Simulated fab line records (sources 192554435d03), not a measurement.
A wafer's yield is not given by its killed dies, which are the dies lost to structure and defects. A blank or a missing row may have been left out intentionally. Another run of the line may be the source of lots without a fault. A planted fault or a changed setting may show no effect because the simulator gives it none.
fab line records    flow n5-finfet
record: lots: 7  wafers: 39
route steps=1938 shown FIN_SAQP@102 SD_EPI_N@267 HKMG_FIN@438 GATE_CUT@469
start-h: the number of hours between the record's first day and the start of the first shown wafer of the lot    wait-h: hours from the lot's prior step to this one    " identical to the entry in the row above    L1.1+2: one row covering several wafers at once    - no value, or no start given    * or withheld: withheld    < > ~ a bound
route shown NAME@n: NAME is a module with steps in the file, n the number in the route of the first one    usual: mean/standard deviation of fault-free wafers    same: alike in all rows    chamber/n: place in a boat    sites: the reading at each site    _std_site: the values' standard deviation    _edge_site: outer sites' mean less inner sites'    radius-mm: for every site, how far away it sits from the centre of the wafer    mask NAME#n: copy n    behind: the last tool/chamber to shape the wafer    hold: the reason the lot was held/the length of the hold in hours/how it ended    device: which transistor (n, p or np) failed to switch    end of line: at the end of the route, the tests of the same wafers    a step with no rows: only its recipe    killed: at the first sort, the dies lost to defects and structure; wafer yield is something else    map: shows each die of a wafer: x if killed, . if not, _ if none is there
set.NAME: setting as actually run; set.NAME@STEP: the setting as run at that earlier step    model.NAME: the simulator's own value behind a step, which no gauge read
lots where settings were altered on purpose, with a table for each step and a row for each wafer
== steps ==
step: N5_FIN_SAQP_HM_DEP_72
recipe: material: SiO2  target-thk-a: 120  temp-c: 400  precursor: SiH4/N2O  pressure-torr: 0.75  rf-w: 275  time-s: 7.2
lot.wafer  tool      chamber  start-h  wait-h  set.target-thk-a  model.SiO2_of_FIN_SAQP_HM_DEP_72.thk-nm
L074.1     pecvd-02  1        22.93    0.0     120               12.12
L074.2     "         2        "        "       120               11.84
L074.3     "         0        "        "       108.1             10.56
L074.4     "         0        "        "       120               11.85
L074.5+6   "         2,1      "        "       108.1             10.76
L076.1+4   pecvd-04  0        34.03    0.0     105.5             10.42
L076.2     "         1        "        "       105.5             10.54
L076.3     "         2        "        "       120               11.95
L076.5     "         1        "        "       120               12.09
L076.6     "         2        "        "       120               11.88
L078.1     pecvd-04  1        45.55    0.0     120               12.1
L078.2     "         0        "        "       109.6             11.04
L078.3     "         2        "        "       109.6             10.68
L078.4     "         1        "        "       120               12.06
L078.5     "         2        "        "       120               12.25
L078.6     "         0        "        "       109.6             11.07
L082.1     pecvd-04  2        70.47    0.0     120               11.74
L082.2     "         0        "        "       135.2             13.4
L082.3     "         1        "        "       135.2             13.69
L082.4     "         0        "        "       120               12.38
L082.5     "         1        "        "       135.2             13.64
L082.6     "         2        "        "       120               12.25
L088.1     pecvd-04  0        105.57   0.0     132.2             13.31
L088.2     "         1        "        "       120               11.92
L088.3     "         2        "        "       132.2             13.19
L088.4     "         1        "        "       120               12.26
L088.5     "         2        "        "       120               12.23
L088.6     "         0        "        "       132.2             13.5
L092.1     pecvd-02  1        130.83   0.0     120               11.81
L092.2     "         2        "        "       120               12.06
L092.3     "         0        "        "       113.4             11.39
L092.4     "         2        "        "       113.4             11.58
L092.5     "         1        "        "       113.4             11.57
L092.6     "         0        "        "       120               12.12
L093.2     pecvd-02  2        135.91   0.0     120               12.13
L093.4     "         2        "        "       120               12.33
L093.6     "         0        "        "       120               12.17
step: N5_FIN_SAQP_COAT_49
recipe: resist: SOC  temp-c: 250  time-s: 60  spin-rpm: 1500  resist-thk-nm: 100
step: N5_FIN_SAQP_COAT_50
recipe: resist: SiARC  temp-c: 220  time-s: 60  spin-rpm: 1500  resist-thk-nm: 35
step: N5_FIN_SAQP_ETCH_52
recipe: chemistry: N2/H2  target: SOC  target-depth-a: 1000  overetch-a: 200  mask-material: SiARC  temp-c: 40  time-s: 150  ion-energy-ev: 200  pressure-mtorr: 30  source-w: 840  bias-w: 150  n2-flow-sccm: 200  h2-flow-sccm: 200  ends: end-point
step: N5_FIN_SAQP_STRIP_53
recipe: chemistry: N2/H2  temp-c: 40  n2-flow-sccm: 200  h2-flow-sccm: 200  rf-frequency-hz: 6e+07
step: N5_FIN_SAQP_HM_OPEN_73
recipe: chemistry: CHF3/O2  target: SiO2  stop-on: a-Si  target-depth-a: 120  over-etch-frac: 1.8  mask-material: SOC  time-s: 16.8  pressure-mtorr: 30  source-w: 650  bias-w: 170  Ar_flow_sccm: 200  CHF3_flow_sccm: 50  O2_flow_sccm: 5  ion-energy-ev: 200  ends: end-point
lot.wafer  tool         chamber  start-h  wait-h  set.target-thk-a@FIN_SAQP_HM_DEP_72  model.etch.depth-nm
L074.1     rie-diel-01  0        23.67    0.0     120                                  12.12
L074.2     "            3        "        "       120                                  11.84
L074.3     "            1        "        "       108.1                                10.56
L074.4     "            1        "        "       120                                  11.85
L074.5+6   "            3,0      "        "       108.1                                10.76
L076.1+4   rie-diel-01  1        34.96    0.0     105.5                                10.42
L076.2     "            3        "        "       105.5                                10.54
L076.3     "            2        "        "       120                                  11.95
L076.5     "            2        "        "       120                                  12.09
L076.6     "            3        "        "       120                                  11.88
L078.1     rie-diel-06  0        46.29    0.0     120                                  12.1
L078.2     "            3        "        "       109.6                                11.04
L078.3     "            2        "        "       109.6                                10.68
L078.4     "            2        "        "       120                                  12.06
L078.5     "            3        "        "       120                                  12.25
L078.6     "            0        "        "       109.6                                11.07
L082.1     rie-diel-02  2        71.22    0.0     120                                  11.74
L082.2     "            1        "        "       135.2                                13.4
L082.3     "            3        "        "       135.2                                13.69
L082.4     "            2        "        "       120                                  12.38
L082.5     "            1        "        "       135.2                                13.64
L082.6     "            3        "        "       120                                  12.25
L088.1     rie-diel-02  3        106.22   0.0     132.2                                13.31
L088.2     "            0        "        "       120                                  11.92
L088.3     "            1        "        "       132.2                                13.19
L088.4     "            0        "        "       120                                  12.26
L088.5     "            1        "        "       120                                  12.23
L088.6     "            3        "        "       132.2                                13.5
L092.1     rie-diel-06  3        131.57   0.0     120                                  11.81
L092.2     "            2        "        "       120                                  12.06
L092.3     "            0        "        "       113.4                                11.39
L092.4     "            1        "        "       113.4                                11.58
L092.5     "            1        "        "       113.4                                11.57
L092.6     "            2        "        "       120                                  12.12
L093.2     rie-diel-01  0        136.67   0.0     120                                  12.13
L093.4     "            2        "        "       120                                  12.33
L093.6     "            2        "        "       120                                  12.17
step: N5_SD_EPI_N_EXPOSE_06
recipe: mask-id: SD_N_BLK  na: 1.35  source-shape: conventional  sigma-outer: 0.8  polarization: unpolarized  target-cd-nm: 120  dose-mj: 39.75
lot.wafer         tool             chamber  start-h  wait-h  mask        set.dose-mj
L074.1+4+6        arfi-scanner-03  0        49.62    -       SD_N_BLK#0  38.83
L074.2+3+5        "                0        "        "       SD_N_BLK#0  39.75
L076.1+2+3+4+5+6  arfi-scanner-02  0        60.94    -       SD_N_BLK#0  39.75
L078.1+2+3        arfi-scanner-03  0        72.28    -       SD_N_BLK#0  41.66
L078.4+5+6        "                0        "        "       SD_N_BLK#0  39.75
L082.1+2+3+4+5+6  arfi-scanner-03  0        98.86    -       SD_N_BLK#0  39.75
L088.1+3+4        arfi-scanner-02  0        134.07   -       SD_N_BLK#0  39.75
L088.2+5+6        "                0        "        "       SD_N_BLK#0  41.28
L092.1+3+4        arfi-scanner-03  0        156.78   -       SD_N_BLK#0  39.75
L092.2+5+6        "                0        "        "       SD_N_BLK#0  41.9
L093.2+4+6        arfi-scanner-02  0        163.04   -       SD_N_BLK#0  39.75
step: N5_SD_EPI_N_PEB_07
recipe: peb-temp-c: 110  peb-time-s: 60  resist: CAR-ArF-block
step: N5_SD_EPI_N_DEVELOP_08
recipe: develop-time-s: 30  developer: TMAH  resist: CAR-ArF-block  dev-temp-c: 23  rinse-liquid: diw  dry: air-spin
step: N5_SD_EPI_N_CD_MEAS_09
recipe: target-cd-nm: 120  landing-energy-ev: 500  detector: se-inlens
usual: cd-nm: 120.1/0.62
lot.wafer  tool       chamber  start-h  wait-h  set.dose-mj@SD_EPI_N_EXPOSE_06  cd-nm
L074.1     cd-sem-03  0        49.74    -       38.83                           118.6
L074.2     "          0        "        "       39.75                           120.7
L074.3     "          0        "        "       39.75                           120.9
L074.4     "          0        "        "       38.83                           118.6
L074.5     "          0        "        "       39.75                           120.8
L074.6     "          0        "        "       38.83                           118.5
L076.1     cd-sem-03  0        61.07    -       39.75                           120.5
L076.2     "          0        "        "       39.75                           119.7
L076.3     "          0        "        "       39.75                           120.9
L076.4     "          0        "        "       39.75                           119.6
L076.5     "          0        "        "       39.75                           119.9
L076.6     "          0        "        "       39.75                           119.9
L078.1     cd-sem-01  0        72.41    -       41.66                           123.3
L078.2     "          0        "        "       41.66                           123.8
L078.3     "          0        "        "       41.66                           123.9
L078.4     "          0        "        "       39.75                           120.1
L078.5     "          0        "        "       39.75                           119.4
L078.6     "          0        "        "       39.75                           120.1
L082.1     cd-sem-03  0        98.98    -       39.75                           119.8
L082.2     "          0        "        "       39.75                           119.9
L082.3     "          0        "        "       39.75                           120.0
L082.4     "          0        "        "       39.75                           120.7
L082.5     "          0        "        "       39.75                           120.4
L082.6     "          0        "        "       39.75                           120.7
L088.1     cd-sem-01  0        134.19   -       39.75                           120.6
L088.2     "          0        "        "       41.28                           123.1
L088.3     "          0        "        "       39.75                           119.4
L088.4     "          0        "        "       39.75                           120.3
L088.5     "          0        "        "       41.28                           122.7
L088.6     "          0        "        "       41.28                           122.8
L092.1     cd-sem-01  0        156.91   -       39.75                           119.7
L092.2     "          0        "        "       41.9                            123.2
L092.3     "          0        "        "       39.75                           119.4
L092.4     "          0        "        "       39.75                           118.9
L092.5     "          0        "        "       41.9                            122.8
L092.6     "          0        "        "       41.9                            122.7
L093.2     cd-sem-03  0        163.16   -       39.75                           119.5
L093.4     "          0        "        "       39.75                           119.7
L093.6     "          0        "        "       39.75                           119.5
step: N5_SD_EPI_N_DESCUM_14
recipe: chemistry: O2  time-s: 7.9  source-power-w: 50  bias-power-w: 20  pressure-mtorr: 20  rf-frequency-hz: 2.712e+07  temp-c: 40  resist: CAR-ArF-block  o2-flow-sccm: 225
lot.wafer   tool         chamber  start-h  wait-h  set.dose-mj@SD_EPI_N_EXPOSE_06  model.SD_EPI_N.cd-nm
L074.1      rie-diel-06  3        49.87    0.1     38.83                           119
L074.2+3+5  "            2,1,3    "        "       39.75                           120.8
L074.4      "            0        "        "       38.83                           118.8
L074.6      "            0        "        "       38.83                           118.6
L076.1+3    rie-diel-06  0,3      61.15    0.0     39.75                           120.4
L076.2+4    "            2,1      "        "       39.75                           119.8
L076.5+6    "            3,2      "        "       39.75                           120
L078.1      rie-diel-06  0        72.63    0.2     41.66                           123
L078.2      "            3        "        "       41.66                           124.2
L078.3      "            2        "        "       41.66                           123.6
L078.4      "            1        "        "       39.75                           120.4
L078.5+6    "            0,3      "        "       39.75                           119.8
L082.1      rie-diel-06  3        99.07    0.0     39.75                           119.6
L082.2      "            2        "        "       39.75                           119.8
L082.3+6    "            1,0      "        "       39.75                           120.4
L082.4+5    "            0,1      "        "       39.75                           120.6
L088.1+4    rie-diel-06  3,1      134.28   0.0     39.75                           120.4
L088.2      "            2        "        "       41.28                           123
L088.3      "            0        "        "       39.75                           119.2
L088.5      "            0        "        "       41.28                           122.6
L088.6      "            3        "        "       41.28                           122.8
L092.1      rie-diel-06  1        157.00   0.0     39.75                           119.6
L092.2      "            2        "        "       41.9                            123.4
L092.3      "            3        "        "       39.75                           119.8
L092.4      "            0        "        "       39.75                           118.8
L092.5+6    "            0,3      "        "       41.9                            122.8
L093.2      rie-diel-01  0        163.24   0.0     39.75                           119.2
L093.4      "            2        "        "       39.75                           120
L093.6      "            1        "        "       39.75                           119.8
step: N5_SD_EPI_N_ETCH_34
recipe: chemistry: CF4  target: SiARC  target-depth-a: 455  mask-material: CAR-ArF-block  time-s: 75.8  ion-energy-ev: 80  pressure-mtorr: 40  source-w: 545  bias-w: 36  Ar_flow_sccm: 100  cf4-flow-sccm: 100  ends: cleared
lot.wafer  tool         chamber  start-h  wait-h  set.dose-mj@SD_EPI_N_EXPOSE_06  model.SD_EPI_N.cd-nm
L074.1     rie-diel-06  3        49.91    0.0     38.83                           119.2
L074.2+3   "            2,1      "        "       39.75                           120.8
L074.4     "            0        "        "       38.83                           118.8
L074.5     "            3        "        "       39.75                           121.2
L074.6     "            0        "        "       38.83                           118.6
L076.1+3   rie-diel-06  0,3      61.19    0.0     39.75                           120.6
L076.2     "            2        "        "       39.75                           119.8
L076.4     "            1        "        "       39.75                           119.6
L076.5+6   "            3,2      "        "       39.75                           120.2
L078.1     rie-diel-06  0        72.66    0.0     41.66                           123
L078.2     "            3        "        "       41.66                           124.2
L078.3     "            2        "        "       41.66                           123.4
L078.4+6   "            1,3      "        "       39.75                           120
L078.5     "            0        "        "       39.75                           119.8
L082.1     rie-diel-06  3        99.10    0.0     39.75                           119.8
L082.2     "            2        "        "       39.75                           119.6
L082.3     "            1        "        "       39.75                           120
L082.4+6   "            0        "        "       39.75                           120.4
L082.5     "            1        "        "       39.75                           120.2
L088.1     rie-diel-06  3        134.32   0.0     39.75                           120.4
L088.2+6   "            2,3      "        "       41.28                           123
L088.3     "            0        "        "       39.75                           119.2
L088.4     "            1        "        "       39.75                           120.6
L088.5     "            0        "        "       41.28                           122.6
L092.1     rie-diel-06  1        157.03   0.0     39.75                           119.8
L092.2     "            2        "        "       41.9                            123.4
L092.3     "            3        "        "       39.75                           120
L092.4     "            0        "        "       39.75                           119
L092.5     "            0        "        "       41.9                            122.8
L092.6     "            3        "        "       41.9                            123
L093.2     rie-diel-01  0        163.28   0.0     39.75                           119.4
L093.4     "            2        "        "       39.75                           119.8
L093.6     "            1        "        "       39.75                           120
step: N5_HKMG_FIN_ETCH_35
recipe: chemistry: N2/H2  target: SOC  target-depth-a: 2158  ion-energy-ev: 65  bias-w: 5  source-w: 3000  time-s: 243.4  pressure-mtorr: 30  n2-flow-sccm: 200  h2-flow-sccm: 200
lot.wafer  tool         chamber  start-h  wait-h  set.time-s  model.SOC_of_HKMG_FIN_COAT_29.thk-nm  model.HKMG_FIN.feature-depth-nm  model.etch.depth-nm
L074.1     rie-diel-01  1        75.70    0.0     243.4       85.6                                  215.8                            215.7
L074.2     "            0        "        "       282.5       56.2                                  243.8                            243.7
L074.3     "            2        "        "       243.4       87.4                                  213.8                            213.8
L074.4     "            0        "        "       282.5       55.6                                  245                              244.9
L074.5     "            1        "        "       243.4       84.8                                  215.4                            215.4
L074.6     "            2        "        "       282.5       52.2                                  247.6                            247.7
L076.1     rie-diel-02  3        90.77    0.0     243.4       85.4                                  214.4                            214.3
L076.2     "            0        "        "       289.5       34                                    265                              265.1
L076.3     "            2        "        "       243.4       79.6                                  220                              220.1
L076.4     "            1        "        "       243.4       82.2                                  217.6                            217.6
L076.5     "            2        "        "       289.5       40.6                                  258.8                            258.8
L076.6     "            1        "        "       289.5       40.2                                  258.8                            258.8
L078.1     rie-diel-02  0        100.60   0.0     243.4       79                                    222.8                            222.9
L078.2     "            3        "        "       243.4       88.4                                  212                              212.1
L078.3     "            1        "        "       207.1       118.4                                 183.4                            183.3
L078.4     "            2        "        "       243.4       84                                    216.8                            216.9
L078.5     "            2        "        "       207.1       116.6                                 184                              184.1
L078.6     "            3        "        "       207.1       120                                   181.8                            181.7
L082.1     rie-diel-02  1        124.12   0.0     243.4       86.4                                  215                              215.1
L082.2     "            0        "        "       243.4       80                                    221                              221.1
L082.3     "            3        "        "       243.4       87.8                                  214                              214
L082.4     "            2        "        "       243.4       78.6                                  221.8                            221.8
L082.5     "            3        "        "       243.4       86.4                                  214.6                            214.7
L082.6     "            0        "        "       243.4       78.6                                  222                              222.1
L088.1     rie-diel-06  1        159.55   0.0     243.4       70.8                                  229.8                            229.7
L088.2     "            3        "        "       243.4       71.8                                  228.6                            228.6
L088.3     "            2        "        "       243.4       80.8                                  219.8                            219.7
L088.4     "            0        "        "       243.4       73.2                                  228.2                            228.2
L088.5     "            1        "        "       243.4       71.6                                  229.8                            229.9
L088.6     "            0        "        "       243.4       69.8                                  231                              230.9
L092.1     rie-diel-06  2        182.71   0.0     297.3       35                                    268.2                            268.2
L092.2     "            1        "        "       297.3       24.4                                  278                              278.1
L092.3     "            0        "        "       297.3       25                                    278.2                            278.2
L092.4     "            3        "        "       243.4       74.6                                  228.6                            228.6
L092.5     "            2        "        "       243.4       83.2                                  219.6                            219.6
L092.6     "            3        "        "       243.4       73.2                                  228.8                            228.8
L093.2     rie-diel-06  3        191.52   0.0     243.4       72                                    228.2                            228.3
L093.4     "            2        "        "       243.4       81.4                                  218.6                            218.6
L093.6     "            3        "        "       243.4       74                                    226                              226
step: N5_GATE_CUT_ETCH_58
recipe: chemistry: CH3F/O2  target: SiNx  target-depth-a: 170  time-s: 128.6  ion-energy-ev: 50  pressure-mtorr: 30  source-w: 415  bias-w: 21  Ar_flow_sccm: 150  CH3F_flow_sccm: 30  O2_flow_sccm: 20
lot.wafer  tool         chamber  start-h  wait-h  set.time-s  model.etch.depth-nm
L074.1     rie-diel-03  0        80.26    0.0     128.6       17.23
L074.2     "            2        "        "       128.6       16.79
L074.3     "            1        "        "       128.6       17.13
L074.4     "            3        "        "       128.6       17.1
L074.5     "            1        "        "       128.6       17.22
L074.6     "            0        "        "       128.6       17.18
L076.1     rie-diel-04  3        95.39    0.2     100.9       13.56
L076.2     "            2        "        "       100.9       13.62
L076.3     "            1        "        "       128.6       17.22
L076.4     "            0        "        "       128.6       17.06
L076.5     "            3        "        "       128.6       17.13
L076.6     "            2        "        "       100.9       13.53
L078.1     rie-diel-04  0        105.03   0.0     128.6       16.87
L078.2     "            1        "        "       139.6       18.65
L078.3     "            3        "        "       128.6       16.96
L078.4     "            2        "        "       128.6       17.19
L078.5     "            0        "        "       139.6       18.44
L078.6     "            1        "        "       139.6       18.68
L082.1     rie-diel-05  3        128.62   0.0     128.6       17.13
L082.2     "            1        "        "       128.6       16.87
L082.3     "            0        "        "       128.6       17.07
L082.4     "            2        "        "       128.6       17.32
L082.5     "            0        "        "       128.6       17.15
L082.6     "            1        "        "       128.6       16.81
L088.1     rie-diel-05  0        163.94   0.0     153.1       20.16
L088.2     "            1        "        "       153.1       19.9
L088.3     "            3        "        "       153.1       20.23
L088.4     "            2        "        "       128.6       17.25
L088.5     "            0        "        "       128.6       16.91
L088.6     "            1        "        "       128.6       16.75
L092.1+5   rie-diel-04  3        187.21   0.0     114.4       15.04
L092.2     "            0        "        "       128.6       16.83
L092.3     "            1        "        "       128.6       17.05
L092.4     "            2        "        "       128.6       16.56
L092.6     "            0        "        "       114.4       14.9
L093.2     rie-diel-05  0        196.01   0.0     128.6       16.79
L093.4     "            1        "        "       128.6       16.55
L093.6     "            0        "        "       128.6       17.01
== key ==
split: step: N5_FIN_SAQP_HM_DEP_72  setting: target-thk-a  stated: 120  by: wafer
response: step: N5_FIN_SAQP_HM_DEP_72  reading: model.SiO2_of_FIN_SAQP_HM_DEP_72.thk-nm  change: +0.121  per: 1%  r: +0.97
response: step: N5_FIN_SAQP_HM_OPEN_73  reading: model.etch.depth-nm  change: +0.121  per: 1%  r: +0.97
split: step: N5_SD_EPI_N_EXPOSE_06  setting: dose-mj  stated: 39.75  by: wafer
response: step: N5_SD_EPI_N_CD_MEAS_09  reading: cd-nm  change: +0.737  per: 1%  r: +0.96
response: step: N5_SD_EPI_N_DESCUM_14  reading: model.SD_EPI_N.cd-nm  change: +0.72  per: 1%  r: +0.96
response: step: N5_SD_EPI_N_ETCH_34  reading: model.SD_EPI_N.cd-nm  change: +0.712  per: 1%  r: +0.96
split: step: N5_HKMG_FIN_ETCH_35  setting: time-s  stated: 243.4  by: wafer
response: step: N5_HKMG_FIN_ETCH_35  reading: model.SOC_of_HKMG_FIN_COAT_29.thk-nm  change: -2.21  per: 1%  r: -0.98
response: step: N5_HKMG_FIN_ETCH_35  reading: model.HKMG_FIN.feature-depth-nm  change: +2.19  per: 1%  r: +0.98
response: step: N5_HKMG_FIN_ETCH_35  reading: model.etch.depth-nm  change: +2.19  per: 1%  r: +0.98
split: step: N5_GATE_CUT_ETCH_58  setting: time-s  stated: 128.6  by: wafer
response: step: N5_GATE_CUT_ETCH_58  reading: model.etch.depth-nm  change: +0.166  per: 1%  r: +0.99
